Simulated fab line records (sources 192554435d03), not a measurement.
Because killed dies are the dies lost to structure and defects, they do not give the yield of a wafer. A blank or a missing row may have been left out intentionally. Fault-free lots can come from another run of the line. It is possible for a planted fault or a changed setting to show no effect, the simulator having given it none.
8D (eight disciplines) problem report, filled in by code    flow n5-finfet    the parts of the form that need people (team, actions taken, sign-off) are left out

1. THE ISSUE
Wafers with no fault read 792.7 W with a standard deviation of 2.8, whereas rf-fwd-power-W at N5_FIN_SAQP_MANDREL_ETCH_58 reads a mean of 309.0 W on 1 wafer of 1 lot. That is -99 or more standard deviations from the usual mean.
The step: etches a-Si in HBr/Cl2, stops on SiNx, target depth 45 nm, bt time 10 s, time 27 s.
The first sign was on wafer L790.4 at day 6 07:19, on rie-si-06. The record has a number at this step for 34 wafers belonging to 12 lots. The rule behind "out" and "out of limits": a value lying over 4 standard deviations away from the usual mean. The rest of the wafers with a number are treated as sound.

2. WHAT IT IS AND WHAT IT IS NOT
question                     is                is not
which readings at this step  rf-fwd-power-W    drypump-motor-current-A, oes-product-au, throttle-valve-pct
which lots                   L790              L773, L774, L775, L776, L777, L778, L779, L780, L781, L782, L783
which wafers of those lots   L790.4            L790.1, L790.5
read on which tools          rie-si-06         rie-si-01
when                         from day 6 07:19  up to then (33 sound wafers)

3. SUSPECTS, AND WHAT RULES EACH OUT
Counting: a tool at a process step up to the reading stays a suspect if it ran every lot that is out. Sound lots after the first of them don't rule it out here, since some wafers of a struck lot are sound.
- rie-diel-04 at N5_FIN_SAQP_DESCUM_21 (chemistry O2, time 7.9 s): kept. It ran the lot that is out, L790 (day 6 04:40); its last sound lot up to then is L783 (day 4 10:25).
- rie-si-01 at N5_FIN_SAQP_MANDREL_ETCH_22 (etches a-Si in HBr/Cl2, stops on SiNx, target depth 60 nm, bt time 10 s, time 30 s): kept. It ran the lot that is out, L790 (day 6 04:57); its last sound lot up to then is L781 (day 3 22:52).
- rie-si-06 at N5_FIN_SAQP_MANDREL_ETCH_58 (etches a-Si in HBr/Cl2, stops on SiNx, target depth 45 nm, bt time 10 s, time 27 s): kept. It ran the lot that is out, L790 (day 6 07:19); its last sound lot up to then is L783 (day 4 12:37). Its own readings are out on those wafers: rf-fwd-power-W.
- Within rie-diel-04 at N5_FIN_SAQP_DESCUM_21: the wafers that are out ran in chamber 3; their sound lot-mates ran in chambers 0, 1.
- Within rie-si-01 at N5_FIN_SAQP_MANDREL_ETCH_22: the wafers that are out ran in chamber 2; their sound lot-mates ran in chambers 0, 3.
- Within rie-si-06 at N5_FIN_SAQP_MANDREL_ETCH_58, the wafers that are out were processed in chamber 0 and their sound lot-mates in chamber 2.
After the count, these remain: rie-diel-04 at N5_FIN_SAQP_DESCUM_21, rie-si-01 at N5_FIN_SAQP_MANDREL_ETCH_22 and rie-si-06 at N5_FIN_SAQP_MANDREL_ETCH_58.

4. THE CAUSE (what the simulator had put in)
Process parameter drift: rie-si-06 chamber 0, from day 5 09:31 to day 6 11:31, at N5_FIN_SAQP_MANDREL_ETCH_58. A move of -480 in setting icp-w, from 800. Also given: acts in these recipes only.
After counting, 3 suspects remain, this tool included.

5. THE EFFECT CHAIN, in route order
Each row: a reading where the mean over the struck wafers with a number is more than 3 standard deviations away from the usual. Only readings whose record carries a usual standard deviation are examined. hours: median over the lots of the time between each lot's start at the first step of this table that gives one and its start at this step. sigmas: the change, counted in usual standard deviations.
hours  step                         reading         usual    on struck wafers  change  sigmas
0      N5_FIN_SAQP_MANDREL_ETCH_58  rf-fwd-power-W  792.7 W  309.0             -483.7  -99 or more
Process steps it contains:
- N5_FIN_SAQP_MANDREL_ETCH_58: etches a-Si in HBr/Cl2, stops on SiNx, target depth 45 nm, bt time 10 s, time 27 s.

6. HOW IT WOULD HAVE BEEN CAUGHT EARLIER
The fault began at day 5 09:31; the first out-of-limits reading in this record came at day 6 07:19, 22 hours later.
